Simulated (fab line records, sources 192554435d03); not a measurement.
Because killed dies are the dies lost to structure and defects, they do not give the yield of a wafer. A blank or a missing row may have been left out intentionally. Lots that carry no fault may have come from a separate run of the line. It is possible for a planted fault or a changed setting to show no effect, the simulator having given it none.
A struck lot beside a sound one / flow n5Finfet / 28 steps out of a route of 1938
Sound: these wafers, L305.3, L305.4. Struck: wafer L312.4 (L312.2, L312.3, from the same lot, were not struck and are left out); the cause is given at the end.
Each step with rows lists, per side, the tool, then ch with its chambers, then its first start. Under that, the readings that differ: sound wafers / struck wafers / difference of the means / sigmas: that difference in standard deviations of wafers without a fault.
alike: same words and numbers on both sides, and readings whose means sit less than 2 such deviations apart. not compared: any withheld reading, any reading some wafer has no value for, any bound like >300 that may hide the same value, and any number with overlapping values for which the record gives no deviation.
The two part at a step that has a row with sigmas, a row that says differs or no value, or rows on one side only. Numbers that don't overlap but have no deviation are shown without sigmas and don't part them. Lack of a reading on every wafer of one side parts them only where that side has two or more wafers.

first, 12 steps without rows for these wafers: N5_MOL_CONTACT_COAG_ETCH_89 (etches underlayer in N2/H2, target depth 13 nm, time 10.4 s); N5_MOL_CONTACT_COAG_ETCH_90 (etches SiARC in CF4, target depth 13 nm, time 21.7 s); N5_MOL_CONTACT_COAG_ALD_131 (deposits SiO2, target thk 5 nm, pulse time 1 s, co reactant pulse time 1 s); N5_MOL_CONTACT_COAG_ETCHBACK_132 (etches SiO2 in CHF3, target depth 10 nm, time 6.7 s); N5_MOL_CONTACT_COAG_ETCH_91 (etches SOC in N2/H2, target depth 60 nm, overetch 21 nm, time 101.2 s); N5_MOL_CONTACT_COAG_STRIP_92 (strips in N2/H2); N5_MOL_CONTACT_COAG_STRIP_93 (strips in N2/H2); N5_MOL_CONTACT_COAG_ETCHBACK_135 (etches SiO2 in CHF3, target depth 25 nm, time 16.7 s); N5_MOL_CONTACT_COAG_STRIP_118 (strips in CHF3); N5_MOL_CONTACT_COAG_VIA_ETCH_46 (etches SiO2 in C4F6/O2, target depth 46 nm, overetch 9.2 nm, time 40 s); N5_MOL_CONTACT_COAG_STRIP_96 (strips in N2/H2); N5_MOL_CONTACT_COAG_ETCH_47 (etches SiNx in CH3F/O2, stops on W, target depth 27 nm).
N5_MOL_CONTACT_COAG_STRIP_119: strips in N2/H2, time 30 s.
  sound on plasmaAsher-02 ch 0,1, day 6 03:35; struck on plasmaAsher-02 ch 0, day 7 12:32
  alike: drypumpMotorCurrentA, heaterPowerW
  not compared: rfHoursCounterH
then, 11 steps without rows for these wafers: N5_MOL_CONTACT_COAG_PRECLEAN_144 (cleans in alkaline clean, time 60 s); N5_MOL_CONTACT_COAG_SRD_145 (time 30 s); N5_MOL_CONTACT_COAG_COAT_62 (time 60 s, resist thk 60 nm); N5_MOL_CONTACT_COAG_COAT_63 (time 60 s, resist thk 10 nm); N5_MOL_CONTACT_COAG_COAT_64 (time 60 s, resist thk 10 nm); N5_MOL_CONTACT_COAG_COAT_34 (resist thk 40 nm); N5_MOL_CONTACT_COAG_EBR_36; N5_MOL_CONTACT_COAG_SOFTBAKE_35 (time 60 s); N5_MOL_CONTACT_COAG_EXPOSE_37 (exposes mask VD, defocus 0 nm); N5_MOL_CONTACT_COAG_PEB_38 (peb time 60 s); N5_MOL_CONTACT_COAG_DEVELOP_39 (develop time 30 s).
N5_MOL_CONTACT_COAG_INSPECT_42: inspects for defects (brightfield).
  struck on defectInspect-01, day 7 13:05; sound on defectInspect-01, day 6 04:07
reading=rawDefectCount; sound=280 169; struck=1466; difference=+1242; sigmas=+27
then, 1 step without rows for these wafers: N5_MOL_CONTACT_COAG_DESCUM_45 (chemistry O2, time 7 s).
-- here the record skips 4 days between the struck wafers' starts before and after, leaving off in module MOL_CONTACT_COAG and picking up in module BEOL_M4 (first step shown: number 1111 of the route) --
N5_BEOL_M4_RC_MEAS_101:
  sound on prober-01 ch 0, day 9 22:58; struck on prober-02 ch 0, day 11 12:54
  alike: DIBL_N, DIBL_P, IOFF_N, IOFF_P, ION_N, ION_P, SS_N, SS_P, VT_N, VT_P
-- record jumps: 4 days separate the struck wafers' starts on either side; left off in module BEOL_M4, taken up again in module PASSIVATION, whose first shown step is the route's number 1936 --
N5_PASSIVATION_PROBE_49:
  the record has rows for the struck wafers here (prober-02, day 15 17:31) and none for the sound ones

WHERE THEY PART
At N5_MOL_CONTACT_COAG_INSPECT_42 first; at N5_PASSIVATION_PROBE_49 last (within this record only).

WHY: the cause the simulator had injected
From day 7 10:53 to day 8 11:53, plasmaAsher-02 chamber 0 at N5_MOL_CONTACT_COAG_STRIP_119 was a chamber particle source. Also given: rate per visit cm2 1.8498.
